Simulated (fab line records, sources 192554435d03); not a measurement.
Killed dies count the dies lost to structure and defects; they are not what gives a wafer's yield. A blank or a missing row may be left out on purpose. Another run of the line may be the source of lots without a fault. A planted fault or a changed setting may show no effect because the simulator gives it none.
Which tool did it? + flow n5-finfet + Sampling: 24 lots, 72 wafers, 6 of 1938 route steps

## WHAT THE GAUGES READ, wafer by wafer
The record lacks any reading of a measuring or inspecting step that a usual standard deviation could be used to judge.

## TOOL THAT RAN EACH LOT (tool first, then ch and the chambers of the sampled wafers, then the start)
| lot  | N5_BEOL_M3_DESCUM_16               | N5_BEOL_M3_STRIP_36                | N5_BEOL_M3_ETCH_41                            | N5_BEOL_M3_DEGAS_44          | N5_BEOL_M3_SURFACE_TREAT_85  | N5_BEOL_M3_ANNEAL_87         |
|------|------------------------------------|------------------------------------|-----------------------------------------------|------------------------------|------------------------------|------------------------------|
| L075 | rie-diel-06 ch 1,2,3, day 7 17:08  | rie-diel-02 ch 0,1, day 8 00:50    | rie-diel-02 ch 0,1, day 8 01:17 or earlier    | pvd-sputter-03, day 8 01:17  | pvd-sputter-01, day 8 01:55  | pvd-sputter-02, day 8 04:11  |
| L074 | rie-diel-05 ch 1,2, day 7 17:55    | rie-diel-02 ch 0,1, day 8 01:18    | rie-diel-02 ch 0,1, day 8 03:27 or earlier    | pvd-sputter-03, day 8 03:27  | pvd-sputter-01, day 8 03:48  | pvd-sputter-01, day 8 04:50  |
| L076 | rie-diel-06 ch 1,2, day 8 00:40    | rie-diel-02 ch 1,2, day 8 06:35    | rie-diel-02 ch 1,2, day 8 07:33 or earlier    | pvd-sputter-02, day 8 07:33  | pvd-sputter-01, day 8 07:54  | pvd-sputter-01, day 8 08:58  |
| L078 | rie-diel-02 ch 0,1, day 8 01:28    | rie-diel-05 ch 1,2,3, day 8 07:09  | rie-diel-05 ch 1,2,3, day 8 07:47 or earlier  | pvd-sputter-01, day 8 07:47  | pvd-sputter-03, day 8 08:23  | pvd-sputter-03, day 8 09:26  |
| L077 | rie-diel-02 ch 1,2, day 8 05:21    | rie-diel-05 ch 0,1, day 8 07:44    | rie-diel-05 ch 0,1, day 8 10:08 or earlier    | pvd-sputter-01, day 8 10:08  | pvd-sputter-03, day 8 10:32  | pvd-sputter-03, day 8 11:52  |
| L079 | rie-diel-05 ch 0,3, day 8 13:14    | rie-diel-02 ch 1,2,3, day 8 16:13  | rie-diel-02 ch 1,2,3, day 8 16:58 or earlier  | pvd-sputter-02, day 8 16:58  | pvd-sputter-02, day 8 17:27  | pvd-sputter-02, day 8 18:35  |
| L080 | rie-diel-05 ch 0,1,2, day 8 14:43  | rie-diel-06 ch 0,3, day 8 16:22    | rie-diel-06 ch 0,3, day 8 17:03 or earlier    | pvd-sputter-02, day 8 17:03  | pvd-sputter-02, day 8 17:49  | pvd-sputter-02, day 8 20:26  |
| L081 | rie-diel-05 ch 2,3, day 8 15:01    | rie-diel-05 ch 0,2,3, day 8 20:36  | rie-diel-05 ch 0,2,3, day 8 21:01 or earlier  | pvd-sputter-03, day 8 21:01  | pvd-sputter-01, day 8 21:27  | pvd-sputter-02, day 8 22:34  |
| L082 | rie-diel-02 ch 0,2,3, day 8 21:30  | rie-diel-02 ch 0,3, day 9 04:58    | rie-diel-02 ch 0,3, day 9 05:47 or earlier    | pvd-sputter-02, day 9 05:47  | pvd-sputter-02, day 9 06:19  | pvd-sputter-02, day 9 07:20  |
| L083 | rie-diel-06 ch 1,2, day 9 14:18    | rie-diel-05 ch 0,1,2, day 10 20:11 | rie-diel-05 ch 0,1,2, day 10 21:05 or earlier | pvd-sputter-01, day 10 21:05 | pvd-sputter-01, day 10 21:32 | pvd-sputter-03, day 10 23:25 |
| L084 | rie-diel-06 ch 0,1,2, day 10 15:52 | rie-diel-05 ch 0,1, day 10 23:32   | rie-diel-05 ch 0,1, day 11 00:28 or earlier   | pvd-sputter-02, day 11 00:28 | pvd-sputter-02, day 11 00:52 | pvd-sputter-02, day 11 01:53 |
| L085 | rie-diel-02 ch 0,2,3, day 11 01:43 | rie-diel-06 ch 0,2, day 11 15:51   | rie-diel-06 ch 0,2, day 11 16:40 or earlier   | pvd-sputter-03, day 11 16:40 | pvd-sputter-01, day 11 17:58 | pvd-sputter-01, day 11 18:55 |
| L086 | rie-diel-02 ch 0,1,2, day 11 03:40 | rie-diel-02 ch 1,2,3, day 11 20:26 | rie-diel-02 ch 1,2,3, day 11 21:41 or earlier | pvd-sputter-01, day 11 21:41 | pvd-sputter-01, day 11 22:02 | pvd-sputter-03, day 11 23:02 |
| L088 | rie-diel-05 ch 0,1,3, day 11 10:38 | rie-diel-06 ch 2,3, day 11 21:49   | rie-diel-06 ch 2,3, day 11 22:13 or earlier   | pvd-sputter-03, day 11 22:13 | pvd-sputter-03, day 12 00:08 | pvd-sputter-03, day 12 02:52 |
| L087 | rie-diel-05 ch 0,1,3, day 11 10:55 | rie-diel-02 ch 1,2, day 12 02:59   | rie-diel-02 ch 1,2, day 12 03:46 or earlier   | pvd-sputter-01, day 12 03:46 | pvd-sputter-01, day 12 04:06 | pvd-sputter-03, day 12 05:07 |
| L089 | rie-diel-06 ch 0,1,3, day 11 18:38 | rie-diel-05 ch 1,2,3, day 12 06:38 | rie-diel-05 ch 1,2,3, day 12 07:02 or earlier | pvd-sputter-02, day 12 07:02 | pvd-sputter-01, day 12 07:22 | pvd-sputter-01, day 12 08:27 |
| L090 | rie-diel-05 ch 0,1,3, day 11 20:22 | rie-diel-06 ch 1,2, day 12 06:40   | rie-diel-06 ch 1,2, day 12 07:07 or earlier   | pvd-sputter-03, day 12 07:07 | pvd-sputter-02, day 12 07:26 | pvd-sputter-03, day 12 08:47 |
| L091 | rie-diel-02 ch 0,2,3, day 11 20:58 | rie-diel-02 ch 1,2,3, day 12 07:07 | rie-diel-02 ch 1,2,3, day 12 07:30 or earlier | pvd-sputter-03, day 12 07:30 | pvd-sputter-03, day 12 08:01 | pvd-sputter-01, day 12 10:22 |
| L093 | rie-diel-02 ch 0,1,2, day 12 03:50 | rie-diel-05 ch 0,2, day 12 10:49   | rie-diel-05 ch 0,2, day 12 11:33 or earlier   | pvd-sputter-02, day 12 11:33 | pvd-sputter-02, day 12 11:58 | pvd-sputter-01, day 12 13:04 |
| L092 | rie-diel-05 ch 1,2,3, day 12 07:34 | rie-diel-02 ch 0,1,3, day 12 17:21 | rie-diel-02 ch 0,1,3, day 12 18:14 or earlier | pvd-sputter-02, day 12 18:14 | pvd-sputter-03, day 12 18:45 | pvd-sputter-03, day 12 19:58 |
| L095 | rie-diel-06 ch 0,2,3, day 12 11:18 | rie-diel-06 ch 0,3, day 12 21:23   | rie-diel-06 ch 0,3, day 12 22:16 or earlier   | pvd-sputter-03, day 12 22:16 | pvd-sputter-02, day 12 23:07 | pvd-sputter-02, day 13 00:13 |
| L094 | rie-diel-05 ch 1,2,3, day 12 18:06 | rie-diel-02 ch 0,1,3, day 13 00:12 | rie-diel-02 ch 0,1,3, day 13 01:09 or earlier | pvd-sputter-01, day 13 01:09 | pvd-sputter-01, day 13 01:38 | pvd-sputter-01, day 13 02:38 |
| L096 | rie-diel-06 ch 0,2,3, day 13 06:16 | rie-diel-05 ch 2,3, day 14 02:40   | rie-diel-05 ch 2,3, day 14 03:18 or earlier   | pvd-sputter-01, day 14 03:18 | pvd-sputter-03, day 14 03:41 | pvd-sputter-02, day 14 06:06 |
| L097 | rie-diel-06 ch 0,2,3, day 13 15:36 | rie-diel-06 ch 1,2,3, day 14 13:47 | rie-diel-06 ch 1,2,3, day 14 14:13 or earlier | pvd-sputter-01, day 14 14:13 | pvd-sputter-01, day 14 14:44 | pvd-sputter-01, day 14 17:22 |
- N5_BEOL_M3_DESCUM_16: chemistry O2, time 7 s.
- N5_BEOL_M3_STRIP_36: strips in N2/H2.
- N5_BEOL_M3_ETCH_41: etches SiCN in CH3F/O2, target depth 29.9 nm, time 52.5 s.
- N5_BEOL_M3_DEGAS_44: time 60 s.
- N5_BEOL_M3_SURFACE_TREAT_85
- N5_BEOL_M3_ANNEAL_87: time 240 s.

## WHAT THE TOOLS THEMSELVES READ (means of the sampled wafers that have a number; where no wafer has one, the mark that the record gives instead)
N5_BEOL_M3_DESCUM_16. Usual: drypump-motor-current-A 5.6 A, standard deviation 0.42; oes-product-au 0.77 a.u., standard deviation 0.083; rf-vpp-V 243.2 V, standard deviation 1.2; showerhead-plenum-p-Torr 2.09 Torr, standard deviation 0.058; throttle-valve-pct 20.42 %, standard deviation 0.2.
| lot  | tool        | drypump-motor-current-A (A) | oes-product-au (a.u.) | rf-vpp-V (V) | showerhead-plenum-p-Torr (Torr) | throttle-valve-pct (%) | flag |
|------|-------------|-----------------------------|-----------------------|--------------|---------------------------------|------------------------|------|
| L075 | rie-diel-06 | 5.9                         | 0.71                  | 243.9        | 2.14                            | 20.51                  |      |
| L074 | rie-diel-05 | 6.0                         | 0.79                  | 244.0        | 2.14                            | 20.19                  |      |
| L076 | rie-diel-06 | 6.2                         | 0.70                  | 243.8        | 2.10                            | 20.48                  |      |
| L078 | rie-diel-02 | 5.3                         | 0.75                  | 243.8        | 2.12                            | 20.62                  |      |
| L077 | rie-diel-02 | 5.9                         | 0.79                  | 242.4        | 2.08                            | 20.41                  |      |
| L079 | rie-diel-05 | 5.2                         | 0.79                  | 243.0        | 2.04                            | 20.28                  |      |
| L080 | rie-diel-05 | 5.7                         | 0.80                  | 243.4        | 2.10                            | 20.17                  |      |
| L081 | rie-diel-05 | 5.8                         | 0.78                  | 243.5        | 2.11                            | 20.33                  |      |
| L082 | rie-diel-02 | 5.6                         | 0.81                  | 242.3        | 2.10                            | 20.43                  |      |
| L083 | rie-diel-06 | 6.2                         | 0.69                  | 242.5        | 2.10                            | 20.49                  |      |
| L084 | rie-diel-06 | 5.8                         | 0.73                  | 243.4        | 2.08                            | 20.54                  |      |
| L085 | rie-diel-02 | 5.6                         | 0.78                  | 243.4        | 2.09                            | 20.45                  |      |
| L086 | rie-diel-02 | 5.6                         | 0.75                  | 242.9        | 2.09                            | 20.54                  |      |
| L088 | rie-diel-05 | 5.3                         | 0.82                  | 242.1        | 2.08                            | 20.28                  |      |
| L087 | rie-diel-05 | 5.3                         | 0.82                  | 243.1        | 2.08                            | 20.28                  |      |
| L089 | rie-diel-06 | 5.8                         | 0.72                  | 243.2        | 2.08                            | 20.61                  |      |
| L090 | rie-diel-05 | 5.3                         | 0.81                  | 243.3        | 2.07                            | 20.27                  |      |
| L091 | rie-diel-02 | 5.6                         | 0.77                  | 243.4        | 2.09                            | 20.46                  |      |
| L093 | rie-diel-02 | 5.6                         | 0.75                  | 243.2        | 2.09                            | 20.55                  |      |
| L092 | rie-diel-05 | 5.6                         | 0.82                  | 243.7        | 2.11                            | 20.31                  |      |
| L095 | rie-diel-06 | 5.5                         | 0.74                  | 243.3        | 2.11                            | 20.60                  |      |
| L094 | rie-diel-05 | 5.6                         | 0.81                  | 242.6        | 2.11                            | 20.31                  |      |
| L096 | rie-diel-06 | 5.5                         | 0.73                  | 244.4        | 2.11                            | 20.61                  |      |
| L097 | rie-diel-06 | 5.5                         | 0.72                  | 243.2        | 2.11                            | 20.60                  |      |

N5_BEOL_M3_STRIP_36. Usual: drypump-motor-current-A 5.6 A, standard deviation 0.41; oes-product-au 0.77 a.u., standard deviation 0.079; rf-vpp-V 59.0 V, standard deviation 1.4; showerhead-plenum-p-Torr 2.54 Torr, standard deviation 0.066; throttle-valve-pct 23.6 %, standard deviation 0.32.
| lot  | tool        | drypump-motor-current-A (A) | oes-product-au (a.u.) | rf-vpp-V (V) | showerhead-plenum-p-Torr (Torr) | throttle-valve-pct (%) | flag |
|------|-------------|-----------------------------|-----------------------|--------------|---------------------------------|------------------------|------|
| L075 | rie-diel-02 | 5.4                         | 0.81                  | 59.6         | 2.53                            | 23.7                   |      |
| L074 | rie-diel-02 | 5.4                         | 0.80                  | 58.0         | 2.53                            | 23.7                   |      |
| L076 | rie-diel-02 | 5.8                         | 0.81                  | 58.4         | 2.51                            | 23.5                   |      |
| L078 | rie-diel-05 | 5.6                         | 0.74                  | 60.1         | 2.57                            | 23.6                   |      |
| L077 | rie-diel-05 | 5.5                         | 0.75                  | 59.8         | 2.56                            | 23.2                   |      |
| L079 | rie-diel-02 | 5.8                         | 0.86                  | 58.3         | 2.51                            | 23.5                   |      |
| L080 | rie-diel-06 | 5.5                         | 0.75                  | 58.9         | 2.57                            | 23.8                   |      |
| L081 | rie-diel-05 | 5.5                         | 0.79                  | 59.1         | 2.51                            | 23.4                   |      |
| L082 | rie-diel-02 | 5.3                         | 0.78                  | 58.6         | 2.57                            | 23.9                   |      |
| L083 | rie-diel-05 | 5.7                         | 0.78                  | 58.3         | 2.55                            | 23.3                   |      |
| L084 | rie-diel-05 | 5.3                         | 0.78                  | 57.8         | 2.50                            | 23.1                   |      |
| L085 | rie-diel-06 | 5.3                         | 0.76                  | 59.0         | 2.51                            | 24.0                   |      |
| L086 | rie-diel-02 | 5.8                         | 0.82                  | 57.8         | 2.50                            | 23.6                   |      |
| L088 | rie-diel-06 | 5.6                         | 0.72                  | 60.3         | 2.62                            | 23.9                   |      |
| L087 | rie-diel-02 | 5.9                         | 0.77                  | 60.7         | 2.51                            | 23.5                   |      |
| L089 | rie-diel-05 | 5.6                         | 0.82                  | 59.1         | 2.56                            | 23.6                   |      |
| L090 | rie-diel-06 | 5.9                         | 0.71                  | 59.8         | 2.59                            | 24.0                   |      |
| L091 | rie-diel-02 | 5.7                         | 0.80                  | 58.5         | 2.50                            | 23.6                   |      |
| L093 | rie-diel-05 | 5.9                         | 0.81                  | 59.3         | 2.54                            | 23.3                   |      |
| L092 | rie-diel-02 | 5.4                         | 0.79                  | 58.8         | 2.52                            | 23.8                   |      |
| L095 | rie-diel-06 | 5.3                         | 0.74                  | 59.6         | 2.50                            | 23.9                   |      |
| L094 | rie-diel-02 | 5.4                         | 0.79                  | 58.1         | 2.52                            | 23.7                   |      |
| L096 | rie-diel-05 | 5.5                         | 0.88                  | 58.6         | 2.51                            | 23.7                   |      |
| L097 | rie-diel-06 | 6.0                         | 0.79                  | 59.1         | 2.58                            | 23.8                   |      |

N5_BEOL_M3_ETCH_41. Usual: CH3F_flow_sccm 30.00 sccm, standard deviation 0.095; drypump-motor-current-A 5.6 A, standard deviation 0.41; oes-product-au 0.78 a.u., standard deviation 0.078; rf-vpp-V 297.3 V, standard deviation 1.3; showerhead-plenum-p-Torr 2.00 Torr, standard deviation 0.056; throttle-valve-pct 16.34 %, standard deviation 0.23.
| lot  | tool        | CH3F_flow_sccm (sccm) | drypump-motor-current-A (A) | oes-product-au (a.u.) | rf-vpp-V (V) | showerhead-plenum-p-Torr (Torr) | throttle-valve-pct (%) | flag |
|------|-------------|-----------------------|-----------------------------|-----------------------|--------------|---------------------------------|------------------------|------|
| L075 | rie-diel-02 | 29.98                 | 5.4                         | 0.80                  | 296.9        | 1.99                            | 16.42                  |      |
| L074 | rie-diel-02 | 29.88                 | 5.5                         | 0.80                  | 296.9        | 1.99                            | 16.42                  |      |
| L076 | rie-diel-02 | 30.05                 | 5.7                         | 0.81                  | 298.1        | 1.96                            | 16.27                  |      |
| L078 | rie-diel-05 | 30.05                 | 5.6                         | 0.75                  | 297.6        | 2.02                            | 16.31                  |      |
| L077 | rie-diel-05 | 30.05                 | 5.5                         | 0.76                  | 297.8        | 2.02                            | 16.20                  |      |
| L079 | rie-diel-02 | 29.96                 | 5.7                         | 0.86                  | 296.8        | 1.96                            | 16.17                  |      |
| L080 | rie-diel-06 | 30.01                 | 5.4                         | 0.75                  | 298.5        | 2.03                            | 16.50                  |      |
| L081 | rie-diel-05 | 30.07                 | 5.5                         | 0.78                  | 297.6        | 1.99                            | 16.25                  |      |
| L082 | rie-diel-02 | 30.04                 | 5.3                         | 0.78                  | 297.6        | 2.04                            | 16.49                  |      |
| L083 | rie-diel-05 | 30.01                 | 5.7                         | 0.79                  | 297.8        | 2.01                            | 16.14                  |      |
| L084 | rie-diel-05 | 29.96                 | 5.4                         | 0.78                  | 296.3        | 1.98                            | 16.17                  |      |
| L085 | rie-diel-06 | 29.97                 | 5.3                         | 0.77                  | 296.7        | 1.99                            | 16.54                  |      |
| L086 | rie-diel-02 | 30.02                 | 5.8                         | 0.82                  | 296.8        | 1.95                            | 16.22                  |      |
| L088 | rie-diel-06 | 29.96                 | 5.7                         | 0.72                  | 298.7        | 2.08                            | 16.47                  |      |
| L087 | rie-diel-02 | 29.94                 | 5.9                         | 0.76                  | 296.1        | 1.96                            | 16.32                  |      |
| L089 | rie-diel-05 | 30.08                 | 5.6                         | 0.83                  | 297.7        | 2.01                            | 16.21                  |      |
| L090 | rie-diel-06 | 29.97                 | 5.9                         | 0.71                  | 298.1        | 2.04                            | 16.44                  |      |
| L091 | rie-diel-02 | 30.02                 | 5.8                         | 0.81                  | 296.9        | 1.95                            | 16.22                  |      |
| L093 | rie-diel-05 | 30.01                 | 5.9                         | 0.82                  | 297.2        | 2.00                            | 16.05                  |      |
| L092 | rie-diel-02 | 29.95                 | 5.4                         | 0.79                  | 296.9        | 1.98                            | 16.37                  |      |
| L095 | rie-diel-06 | 30.07                 | 5.3                         | 0.74                  | 297.1        | 1.98                            | 16.59                  |      |
| L094 | rie-diel-02 | 30.07                 | 5.4                         | 0.79                  | 297.4        | 1.98                            | 16.38                  |      |
| L096 | rie-diel-05 | 29.94                 | 5.5                         | 0.89                  | 296.8        | 1.99                            | 16.23                  |      |
| L097 | rie-diel-06 | 30.03                 | 6.0                         | 0.78                  | 297.8        | 2.03                            | 16.32                  |      |

N5_BEOL_M3_DEGAS_44. Usual: heater-power-w 328 W, standard deviation 29.
| lot  | tool           | heater-power-w (W) | flag |
|------|----------------|--------------------|------|
| L075 | pvd-sputter-03 | 323                |      |
| L074 | pvd-sputter-03 | 333                |      |
| L076 | pvd-sputter-02 | 355                |      |
| L078 | pvd-sputter-01 | 314                |      |
| L077 | pvd-sputter-01 | 330                |      |
| L079 | pvd-sputter-02 | 367                |      |
| L080 | pvd-sputter-02 | 348                |      |
| L081 | pvd-sputter-03 | 334                |      |
| L082 | pvd-sputter-02 | 346                |      |
| L083 | pvd-sputter-01 | 311                |      |
| L084 | pvd-sputter-02 | 334                |      |
| L085 | pvd-sputter-03 | 312                |      |
| L086 | pvd-sputter-01 | 303                |      |
| L088 | pvd-sputter-03 | 317                |      |
| L087 | pvd-sputter-01 | 324                |      |
| L089 | pvd-sputter-02 | 336                |      |
| L090 | pvd-sputter-03 | 337                |      |
| L091 | pvd-sputter-03 | 317                |      |
| L093 | pvd-sputter-02 | 326                |      |
| L092 | pvd-sputter-02 | 354                |      |
| L095 | pvd-sputter-03 | 324                |      |
| L094 | pvd-sputter-01 | 314                |      |
| L096 | pvd-sputter-01 | 293                |      |
| L097 | pvd-sputter-01 | 304                |      |

N5_BEOL_M3_ANNEAL_87. Usual: heater-power-w 825 W, standard deviation 74.
| lot  | tool           | heater-power-w (W) | flag |
|------|----------------|--------------------|------|
| L075 | pvd-sputter-02 | 928                |      |
| L074 | pvd-sputter-01 | 815                |      |
| L076 | pvd-sputter-01 | 815                |      |
| L078 | pvd-sputter-03 | 842                |      |
| L077 | pvd-sputter-03 | 824                |      |
| L079 | pvd-sputter-02 | 875                |      |
| L080 | pvd-sputter-02 | 871                |      |
| L081 | pvd-sputter-02 | 872                |      |
| L082 | pvd-sputter-02 | 816                |      |
| L083 | pvd-sputter-03 | 818                |      |
| L084 | pvd-sputter-02 | 916                |      |
| L085 | pvd-sputter-01 | 832                |      |
| L086 | pvd-sputter-03 | 808                |      |
| L088 | pvd-sputter-03 | 811                |      |
| L087 | pvd-sputter-03 | 831                |      |
| L089 | pvd-sputter-01 | 792                |      |
| L090 | pvd-sputter-03 | 805                |      |
| L091 | pvd-sputter-01 | 813                |      |
| L093 | pvd-sputter-01 | 742                |      |
| L092 | pvd-sputter-03 | 852                |      |
| L095 | pvd-sputter-02 | 893                |      |
| L094 | pvd-sputter-01 | 747                |      |
| L096 | pvd-sputter-02 | 875                |      |
| L097 | pvd-sputter-01 | 784                |      |

## THE ANSWER, worked out from the rows above alone
Rule: a lot counts as off when the mean over its wafers that have a number is more than 3 standard deviations away from the usual mean. A lot without any number at a reading at which 4 lots or more have one is off too. Where the step has rows for the other lots, those lots are counted as sound. The gauges are gone through in route order, then the tools' own readings, and for those a lot's mean is taken as printed above. At the first step where some lot is off, the reading lying furthest off is the one used; lots without a number count as furthest.
Nothing can be told from this: no lot is off at any reading shown.

## WHAT HAD BEEN PUT IN BY THE SIMULATOR
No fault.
